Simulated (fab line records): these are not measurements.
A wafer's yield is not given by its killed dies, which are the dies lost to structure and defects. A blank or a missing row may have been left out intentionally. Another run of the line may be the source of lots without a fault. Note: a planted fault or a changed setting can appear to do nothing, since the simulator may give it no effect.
Matching of chambers    flow n5-finfet    N5_SD_EPI_P_ETCH_36 on rie-diel-01: 4 sister chambers
The step etches SiARC in CF4, target depth 45.5 nm, time 75.8 s. 4 wafers are shown with their chamber, then 8 later ones without.

== WAFERS, EACH WITH ITS CHAMBER ==
wafer   chamber  throttle-valve-pct (%)
L081.5  0        15.94
L088.4  1        15.33
L088.5  3        15.55
L087.1  2        15.91

== WAFERS WHOSE CHAMBER IS MISSING ==
wafer   throttle-valve-pct (%)
L087.3  15.34
L087.4  15.55
L094.1  15.45
L094.2  15.46
L094.4  15.36
L095.2  15.36
L095.3  15.56
L095.4  15.44

== CHAMBER TAKEN BY EACH ==
wafer   from the rows above      in truth
L087.3  1                        1
L087.4  3                        3
L094.1  can't be placed: 3 or 1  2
L094.2  can't be placed: 3 or 1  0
L094.4  1                        1
L095.2  1                        1
L095.3  3                        3
L095.4  can't be placed: 1 or 3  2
5 of 8 placed correctly. These rows do not allow placing 3 (true chamber among the candidates in 0). 0 placed wrongly.
How it was worked out, from the rows above alone: a wafer's distance from a chamber is the root of the sum, over the readings, of the square of ((its reading less the chamber's mean) divided by the reading's scatter). If the next closest chamber is less than 2 further off than the closest, the wafer can't be placed; otherwise it belongs to the closest. A chamber's mean is the mean of its shown wafers. The scatter (one wafer shown for each chamber): square how far every hidden wafer sits from the nearest shown wafer, average those squares and take the square root.
